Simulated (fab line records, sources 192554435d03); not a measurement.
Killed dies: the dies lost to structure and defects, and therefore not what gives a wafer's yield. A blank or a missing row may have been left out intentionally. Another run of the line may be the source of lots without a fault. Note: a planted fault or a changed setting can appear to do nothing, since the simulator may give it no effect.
The tool behind it: which one? || flow n5Finfet || 11 lots with 33 wafers sampled at 4 steps, on a route of 1938 steps

== WHAT EACH GAUGE READ, for each wafer ==
The record holds no reading of a measuring or inspecting step that can be judged against a usual standard deviation.

== WHICH TOOL RAN EACH LOT (tool, then ch and the chambers of the sampled wafers, then the start) ==
{"lot": "L310", "N5_BEOL_M10_ETCH_41": "rieDiel-01 ch 1,2, day 10 16:44 or earlier", "N5_BEOL_M10_CMP_52": "cmp-04 ch 0,3, day 10 16:44", "N5_BEOL_M10_DEP_56": "pecvd-04 ch 0,1,2, day 10 17:04", "N5_PASSIVATION_PROBE_49": "prober-02, day 12 21:19"}
{"lot": "L309", "N5_BEOL_M10_ETCH_41": "rieDiel-04 ch 0,1,2, day 10 18:45 or earlier", "N5_BEOL_M10_CMP_52": "cmp-04 ch 1,2,3, day 10 18:45", "N5_BEOL_M10_DEP_56": "pecvd-03 ch 0,1, day 10 19:07", "N5_PASSIVATION_PROBE_49": "prober-01, day 13 01:41"}
{"lot": "L311", "N5_BEOL_M10_ETCH_41": "rieDiel-01 ch 1,2,3, day 10 19:19 or earlier", "N5_BEOL_M10_CMP_52": "cmp-04 ch 0,1,2, day 10 19:19", "N5_BEOL_M10_DEP_56": "pecvd-02 ch 1,2, day 10 19:34", "N5_PASSIVATION_PROBE_49": "prober-01, day 12 17:41"}
{"lot": "L314", "N5_BEOL_M10_ETCH_41": "rieDiel-05 ch 1,2, day 11 14:52 or earlier", "N5_BEOL_M10_CMP_52": "cmp-04 ch 0,1,3, day 11 14:52", "N5_BEOL_M10_DEP_56": "pecvd-04 ch 0,1, day 11 15:11", "N5_PASSIVATION_PROBE_49": "prober-02, day 13 20:30"}
{"lot": "L315", "N5_BEOL_M10_ETCH_41": "rieDiel-04 ch 0,3, day 11 23:09 or earlier", "N5_BEOL_M10_CMP_52": "cmp-04 ch 0,2, day 11 23:09", "N5_BEOL_M10_DEP_56": "pecvd-02 ch 0,1,2, day 11 23:31", "N5_PASSIVATION_PROBE_49": "-"}
{"lot": "L319", "N5_BEOL_M10_ETCH_41": "rieDiel-05 ch 1,2, day 12 12:43 or earlier", "N5_BEOL_M10_CMP_52": "cmp-02 ch 0,1,2, day 12 12:43", "N5_BEOL_M10_DEP_56": "pecvd-04 ch 0,1,2, day 12 13:04", "N5_PASSIVATION_PROBE_49": "prober-01, day 14 16:32"}
{"lot": "L321", "N5_BEOL_M10_ETCH_41": "rieDiel-05 ch 1,2, day 13 15:26 or earlier", "N5_BEOL_M10_CMP_52": "cmp-02 ch 0,2, day 13 15:26", "N5_BEOL_M10_DEP_56": "pecvd-04 ch 0,1, day 13 15:46", "N5_PASSIVATION_PROBE_49": "-"}
{"lot": "L323", "N5_BEOL_M10_ETCH_41": "rieDiel-01 ch 0,1,3, day 14 00:43 or earlier", "N5_BEOL_M10_CMP_52": "cmp-02 ch 1,2,3, day 14 00:43", "N5_BEOL_M10_DEP_56": "pecvd-03 ch 1,2, day 14 00:57", "N5_PASSIVATION_PROBE_49": "-"}
{"lot": "L322", "N5_BEOL_M10_ETCH_41": "rieDiel-04 ch 0,1,2, day 14 00:52 or earlier", "N5_BEOL_M10_CMP_52": "cmp-02 ch 1,2,3, day 14 00:52", "N5_BEOL_M10_DEP_56": "pecvd-02 ch 0,1,2, day 14 01:13", "N5_PASSIVATION_PROBE_49": "-"}
{"lot": "L324", "N5_BEOL_M10_ETCH_41": "rieDiel-04 ch 2,3, day 14 10:47 or earlier", "N5_BEOL_M10_CMP_52": "cmp-03 ch 1,3, day 14 10:47", "N5_BEOL_M10_DEP_56": "pecvd-03 ch 0,1, day 14 11:08", "N5_PASSIVATION_PROBE_49": "-"}
{"lot": "L331", "N5_BEOL_M10_ETCH_41": "rieDiel-01 ch 1,2, day 16 05:25 or earlier", "N5_BEOL_M10_CMP_52": "cmp-04 ch 1,2, day 16 05:25", "N5_BEOL_M10_DEP_56": "pecvd-03 ch 0,1, day 16 05:46", "N5_PASSIVATION_PROBE_49": "prober-01, day 18 05:44"}
- N5_BEOL_M10_ETCH_41: etches SiCN in CH3F/O2, target depth 42.6 nm, time 86 s.
- N5_BEOL_M10_CMP_52: polishes, stops on SiCOH lowk, t overpolish 7 s, target thk 140 nm.
- N5_BEOL_M10_DEP_56: deposits SiCN from 3MS/NH3, target thk 15 nm, time 26.5 s.
- N5_PASSIVATION_PROBE_49

== AS READ BY THE TOOLS THEMSELVES (means over the sampled wafers that have a number; for cases with no such wafer, the mark the record gives instead) ==
N5_BEOL_M10_ETCH_41.
{"lot": "L310", "tool": "rieDiel-01", "drypumpMotorCurrentA (A)": 5.3, "oesProductAu (a.u.)": 0.79, "rfVppV (V)": 298.0, "showerheadPlenumPTorr (Torr)": 2.02, "throttleValvePct (%)": 16.32}
{"lot": "L309", "tool": "rieDiel-04", "drypumpMotorCurrentA (A)": 5.8, "oesProductAu (a.u.)": 0.92, "rfVppV (V)": 298.6, "showerheadPlenumPTorr (Torr)": 2.09, "throttleValvePct (%)": 16.24}
{"lot": "L311", "tool": "rieDiel-01", "drypumpMotorCurrentA (A)": 5.5, "oesProductAu (a.u.)": 0.74, "rfVppV (V)": 298.3, "showerheadPlenumPTorr (Torr)": 2.03, "throttleValvePct (%)": 16.40}
{"lot": "L314", "tool": "rieDiel-05", "drypumpMotorCurrentA (A)": 5.6, "oesProductAu (a.u.)": 0.76, "rfVppV (V)": 294.6, "showerheadPlenumPTorr (Torr)": 1.91, "throttleValvePct (%)": 16.36}
{"lot": "L315", "tool": "rieDiel-04", "drypumpMotorCurrentA (A)": 5.4, "oesProductAu (a.u.)": 0.88, "rfVppV (V)": 298.6, "showerheadPlenumPTorr (Torr)": 2.05, "throttleValvePct (%)": 15.91}
{"lot": "L319", "tool": "rieDiel-05", "drypumpMotorCurrentA (A)": 5.7, "oesProductAu (a.u.)": 0.75, "rfVppV (V)": 294.8, "showerheadPlenumPTorr (Torr)": 1.87, "throttleValvePct (%)": 16.57}
{"lot": "L321", "tool": "rieDiel-05", "drypumpMotorCurrentA (A)": 5.6, "oesProductAu (a.u.)": 0.74, "rfVppV (V)": 294.6, "showerheadPlenumPTorr (Torr)": 1.90, "throttleValvePct (%)": 16.39}
{"lot": "L323", "tool": "rieDiel-01", "drypumpMotorCurrentA (A)": 5.7, "oesProductAu (a.u.)": 0.74, "rfVppV (V)": 296.5, "showerheadPlenumPTorr (Torr)": 1.99, "throttleValvePct (%)": 16.38}
{"lot": "L322", "tool": "rieDiel-04", "drypumpMotorCurrentA (A)": 5.8, "oesProductAu (a.u.)": 0.86, "rfVppV (V)": 298.8, "showerheadPlenumPTorr (Torr)": 2.08, "throttleValvePct (%)": 16.30}
{"lot": "L324", "tool": "rieDiel-04", "drypumpMotorCurrentA (A)": 5.2, "oesProductAu (a.u.)": 0.85, "rfVppV (V)": 297.8, "showerheadPlenumPTorr (Torr)": 2.04, "throttleValvePct (%)": 16.06}
{"lot": "L331", "tool": "rieDiel-01", "drypumpMotorCurrentA (A)": 5.3, "oesProductAu (a.u.)": 0.75, "rfVppV (V)": 297.9, "showerheadPlenumPTorr (Torr)": 2.00, "throttleValvePct (%)": 16.41}

N5_BEOL_M10_CMP_52.
{"lot": "L310", "tool": "cmp-04", "barrierFieldEndpointS (s)": 27.7, "edgeZonePressureFrac": 1.000, "headPressurePsi (psi)": 0.9976, "motorCurrentA (A)": 6.2, "overpolishRunS (s)": 6.996, "platenRpm (rpm)": 50.01, "timeToEndpointS (s)": 62}
{"lot": "L309", "tool": "cmp-04", "barrierFieldEndpointS (s)": 28.5, "edgeZonePressureFrac": 0.996, "headPressurePsi (psi)": 1.0008, "motorCurrentA (A)": 6.1, "overpolishRunS (s)": 6.997, "platenRpm (rpm)": 50.00, "timeToEndpointS (s)": 66}
{"lot": "L311", "tool": "cmp-04", "barrierFieldEndpointS (s)": 29.2, "edgeZonePressureFrac": 1.001, "headPressurePsi (psi)": 1.0007, "motorCurrentA (A)": 5.6, "overpolishRunS (s)": 7.001, "platenRpm (rpm)": 50.00, "timeToEndpointS (s)": 64}
{"lot": "L314", "tool": "cmp-04", "barrierFieldEndpointS (s)": 28.7, "edgeZonePressureFrac": 0.999, "headPressurePsi (psi)": 1.0011, "motorCurrentA (A)": 5.9, "overpolishRunS (s)": 7.000, "platenRpm (rpm)": 50.00, "timeToEndpointS (s)": 64}
{"lot": "L315", "tool": "cmp-04", "barrierFieldEndpointS (s)": 28.9, "edgeZonePressureFrac": 1.002, "headPressurePsi (psi)": 0.9995, "motorCurrentA (A)": 6.0, "overpolishRunS (s)": 7.000, "platenRpm (rpm)": 50.04, "timeToEndpointS (s)": 64}
{"lot": "L319", "tool": "cmp-02", "barrierFieldEndpointS (s)": 29.2, "edgeZonePressureFrac": 0.998, "headPressurePsi (psi)": 1.0005, "motorCurrentA (A)": 6.3, "overpolishRunS (s)": 7.001, "platenRpm (rpm)": 50.01, "timeToEndpointS (s)": 67}
{"lot": "L321", "tool": "cmp-02", "barrierFieldEndpointS (s)": 28.4, "edgeZonePressureFrac": 1.002, "headPressurePsi (psi)": 1.0009, "motorCurrentA (A)": 6.5, "overpolishRunS (s)": 6.991, "platenRpm (rpm)": 50.03, "timeToEndpointS (s)": 62}
{"lot": "L323", "tool": "cmp-02", "barrierFieldEndpointS (s)": 29.3, "edgeZonePressureFrac": 0.994, "headPressurePsi (psi)": 0.9985, "motorCurrentA (A)": 6.4, "overpolishRunS (s)": 7.005, "platenRpm (rpm)": 48.01, "timeToEndpointS (s)": 62}
{"lot": "L322", "tool": "cmp-02", "barrierFieldEndpointS (s)": 30.1, "edgeZonePressureFrac": 1.003, "headPressurePsi (psi)": 1.0008, "motorCurrentA (A)": 6.1, "overpolishRunS (s)": 6.993, "platenRpm (rpm)": 47.97, "timeToEndpointS (s)": 64}
{"lot": "L324", "tool": "cmp-03", "barrierFieldEndpointS (s)": 28.7, "edgeZonePressureFrac": 1.007, "headPressurePsi (psi)": 0.9995, "motorCurrentA (A)": 6.4, "overpolishRunS (s)": 7.009, "platenRpm (rpm)": 50.00, "timeToEndpointS (s)": 62}
{"lot": "L331", "tool": "cmp-04", "barrierFieldEndpointS (s)": 29.1, "edgeZonePressureFrac": 0.997, "headPressurePsi (psi)": 1.0007, "motorCurrentA (A)": 6.0, "overpolishRunS (s)": 7.004, "platenRpm (rpm)": 50.00, "timeToEndpointS (s)": 61}

N5_BEOL_M10_DEP_56.
{"lot": "L310", "tool": "pecvd-04", "showerheadPlenumPTorr (Torr)": 3.661, "throttleValvePct (%)": 9.4}
{"lot": "L309", "tool": "pecvd-03", "showerheadPlenumPTorr (Torr)": 3.650, "throttleValvePct (%)": 9.6}
{"lot": "L311", "tool": "pecvd-02", "showerheadPlenumPTorr (Torr)": 3.656, "throttleValvePct (%)": 9.0}
{"lot": "L314", "tool": "pecvd-04", "showerheadPlenumPTorr (Torr)": 3.671, "throttleValvePct (%)": 9.6}
{"lot": "L315", "tool": "pecvd-02", "showerheadPlenumPTorr (Torr)": 3.662, "throttleValvePct (%)": 8.9}
{"lot": "L319", "tool": "pecvd-04", "showerheadPlenumPTorr (Torr)": 3.661, "throttleValvePct (%)": 9.4}
{"lot": "L321", "tool": "pecvd-04", "showerheadPlenumPTorr (Torr)": 3.664, "throttleValvePct (%)": 9.7}
{"lot": "L323", "tool": "pecvd-03", "showerheadPlenumPTorr (Torr)": 3.659, "throttleValvePct (%)": 9.1}
{"lot": "L322", "tool": "pecvd-02", "showerheadPlenumPTorr (Torr)": 3.662, "throttleValvePct (%)": 8.9}
{"lot": "L324", "tool": "pecvd-03", "showerheadPlenumPTorr (Torr)": 3.651, "throttleValvePct (%)": 9.7}
{"lot": "L331", "tool": "pecvd-03", "showerheadPlenumPTorr (Torr)": 3.653, "throttleValvePct (%)": 9.8}

N5_PASSIVATION_PROBE_49.
{"lot": "L310", "tool": "prober-02", "defectLimitedYield (%)": 90.4, "killed_at_M0_to_M3": 51, "killed_at_M4_up": 14, "killedAtContacts": 9, "killedAtFrontEnd": 36, "killedAtOther": 3, "killedDies": 113, "killedOpen": 76, "killedShort": 35, "sort_bin_5_function (%)": 5.3, "sort_bin_6_memory (%)": 4.0, "sortNPass": 1067, "sortYieldPct (%)": 90.4}
{"lot": "L309", "tool": "prober-01", "defectLimitedYield (%)": 91.4, "killed_at_M0_to_M3": 38, "killed_at_M4_up": 13, "killedAtContacts": 9, "killedAtFrontEnd": 37, "killedAtOther": 5, "killedDies": 102, "killedOpen": 61, "killedShort": 37, "sort_bin_5_function (%)": 5.1, "sort_bin_6_memory (%)": 3.2, "sortNPass": 1078, "sortYieldPct (%)": 91.4}
{"lot": "L311", "tool": "prober-01", "defectLimitedYield (%)": 93.0, "killed_at_M0_to_M3": 33, "killed_at_M4_up": 8, "killedAtContacts": 7, "killedAtFrontEnd": 30, "killedAtOther": 4, "killedDies": 82, "killedOpen": 51, "killedShort": 29, "sort_bin_5_function (%)": 4.2, "sort_bin_6_memory (%)": 2.5, "sortNPass": 1098, "sortYieldPct (%)": 93.0}
{"lot": "L314", "tool": "prober-02", "defectLimitedYield (%)": 91.6, "killed_at_M0_to_M3": 33, "killed_at_M4_up": 14, "killedAtContacts": 15, "killedAtFrontEnd": 34, "killedAtOther": 3, "killedDies": 99, "killedOpen": 66, "killedShort": 32, "sort_bin_5_function (%)": 4.7, "sort_bin_6_memory (%)": 3.3, "sortNPass": 1081, "sortYieldPct (%)": 91.6}
{"lot": "L319", "tool": "prober-01", "defectLimitedYield (%)": 89.4, "killed_at_M0_to_M3": 40, "killed_at_M4_up": 23, "killedAtContacts": 16, "killedAtFrontEnd": 39, "killedAtOther": 7, "killedDies": 125, "killedOpen": 81, "killedShort": 42, "sort_bin_5_function (%)": 5.8, "sort_bin_6_memory (%)": 4.3, "sortNPass": 1055, "sortYieldPct (%)": 89.4}
{"lot": "L331", "tool": "prober-01", "defectLimitedYield (%)": 90.0, "killed_at_M0_to_M3": 39, "killed_at_M4_up": 12, "killedAtContacts": 12, "killedAtFrontEnd": 49, "killedAtOther": 5, "killedDies": 118, "killedOpen": 77, "killedShort": 37, "sort_bin_5_function (%)": 6.0, "sort_bin_6_memory (%)": 3.5, "sortNPass": 1062, "sortYieldPct (%)": 90.0}

== THE ANSWER, worked out from the rows above alone ==
Rule: what is usual is taken from the lots themselves. The widest of any qualifying gaps counts: lots, ordered by their means at a reading, are off when they make up no more than a third of the lots, leave a main group of 4 or more, and stand apart from it by 3 or more times the standard deviation of that group's means. A main group is skipped when, at the precision printed for the reading in the tables above, its means are all equal. A lot without any number at a reading at which 4 lots or more have one is off too. Any other lot the step has rows for is counted as sound. Order of review: gauges by route order, followed by the tools' own readings, for which a lot's mean as printed above is used. The first step at which some lot is off is used, and at that step the reading that is off furthest; a lot without a number counts as furthest.
Off: L323, L322, at N5_BEOL_M10_CMP_52 (platenRpm). The main group has a mean of 50.01 rpm with a standard deviation of 0.014.
If a tool, at that step or one of the process steps before it, ran each lot that is off and ran no sound lot following the first of them, it fits. With no start given for some of its lots, N5_BEOL_M10_ETCH_41 uses the hours and lot order of N5_BEOL_M10_CMP_52. One candidate fits, namely cmp-02 at N5_BEOL_M10_CMP_52. A fault onset in the window from L321 (day 13 15:26, its last sound lot) to L323 (day 14 00:43, its first lot off) fits.
The tool's own readings at N5_BEOL_M10_CMP_52 bear it out: on the lots that are off they differ by more than 5 times the standard deviation of the sound lots' means. platenRpm reads 47.99 rpm there against 50.01 rpm on the sound lots.

== WHAT HAD BEEN PUT IN BY THE SIMULATOR ==
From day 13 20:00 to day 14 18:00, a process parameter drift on cmp-02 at N5_BEOL_M10_CMP_52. From 50, the setting platenRpm moved by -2. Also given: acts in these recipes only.
Lots struck among those shown: L323, L322. Same finding as the rule above.
